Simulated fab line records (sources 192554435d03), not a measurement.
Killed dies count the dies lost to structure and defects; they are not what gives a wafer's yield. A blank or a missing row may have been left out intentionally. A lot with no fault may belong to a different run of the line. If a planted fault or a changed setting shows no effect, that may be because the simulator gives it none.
2 desks looking at one fault	flow n5 finfet	each desk has only its own numbers; what lay behind them comes last

== THE METROLOGY DESK ==
Means of the sampled wafers that have a number, per lot and without regard to the tool the lot ran on: this is what the gauges read. If a lot's mean is further than 4 standard deviations from the usual mean, the lot is out of limits and carries the mark OUT (the distance appears in the brackets). It has 11 readings, of which 7 appear: the earliest out of limits, and the ones furthest out on some lot.
Columns: A = DIBL_N at N5_BEOL_M4_RC_MEAS_101, usual 37.1 mV/V; B = IOFF_N at N5_BEOL_M4_RC_MEAS_101, usual 0.18 nA/um; C = ION_N at N5_BEOL_M4_RC_MEAS_101, usual 678 uA/um; D = ION_P at N5_BEOL_M4_RC_MEAS_101, usual 467 uA/um; E = REXT_N at N5_BEOL_M4_RC_MEAS_101, usual 75.8 ohm.um; F = VT_N at N5_BEOL_M4_RC_MEAS_101, usual 249 mV; G = VT_P at N5_BEOL_M4_RC_MEAS_101, usual -248 mV
lot	first seen here	A	B	C	D	E	F	G
L378	day 12 01:31	34.3	0.13	655	482	83.7	253	-243
L381	day 12 19:18	35.4	0.14	652	469	85.2 (+4.7) OUT	254	-248
L387	day 14 05:09	35.5	0.14	671	467	77.7	253	-249
L391	day 15 12:49	37.1	0.18	679	463	73.7	249	-250
This desk's result: L381 out of limits, first on L381 (REXT_N at N5_BEOL_M4_RC_MEAS_101), day 12 19:18. In limits: L378, L387, L391.

== DESK OF THE TOOL OWNER: epi rpcvd-03 ==
The tool's own readings at N5_SD_EPI_N_VAPOR_ETCH_50 (etches Si in HCl, time 54 s): means of the sampled wafers that have a number, for each lot that ran on this tool. If a lot's mean is further than 4 standard deviations from the usual mean, the lot is out of limits and carries the mark OUT (the distance appears in the brackets).
Columns: A = susceptor temp C at N5_SD_EPI_N_VAPOR_ETCH_50, usual 774.9 C; B = throttle valve pct at N5_SD_EPI_N_VAPOR_ETCH_50, usual 12.18 %
lot	first seen here	A	B
L378	day 4 23:08	763.5 (-32) OUT	12.61
L381	day 5 10:34	763.3 (-32) OUT	12.50
L391	day 7 19:09	774.9	12.55
This desk's verdict: out of limits on L378, L381, starting with L378 at day 4 23:08 (susceptor temp C at N5_SD_EPI_N_VAPOR_ETCH_50). In limits: L391.

== ALL TOGETHER ==
At day 4 23:08, on L378, L381, the tool owner's desk was in a position to raise an alarm.
On L381, the metrology desk was in a position to raise an alarm at day 12 19:18.
The metrology desk has L378 on record, within its limits.
All the named lots went through N5_SD_EPI_N_VAPOR_ETCH_50 on epi rpcvd-03.

== WHAT HAD BEEN PUT IN BY THE SIMULATOR ==
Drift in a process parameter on epi rpcvd-03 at N5_SD_EPI_N_VAPOR_ETCH_50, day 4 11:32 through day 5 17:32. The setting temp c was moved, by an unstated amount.
Shown lots that were struck: L378, L381.
Counting hours from when the fault started, the first reading out of limits came at 12 for the tool owner's desk and at 200 for the metrology desk.
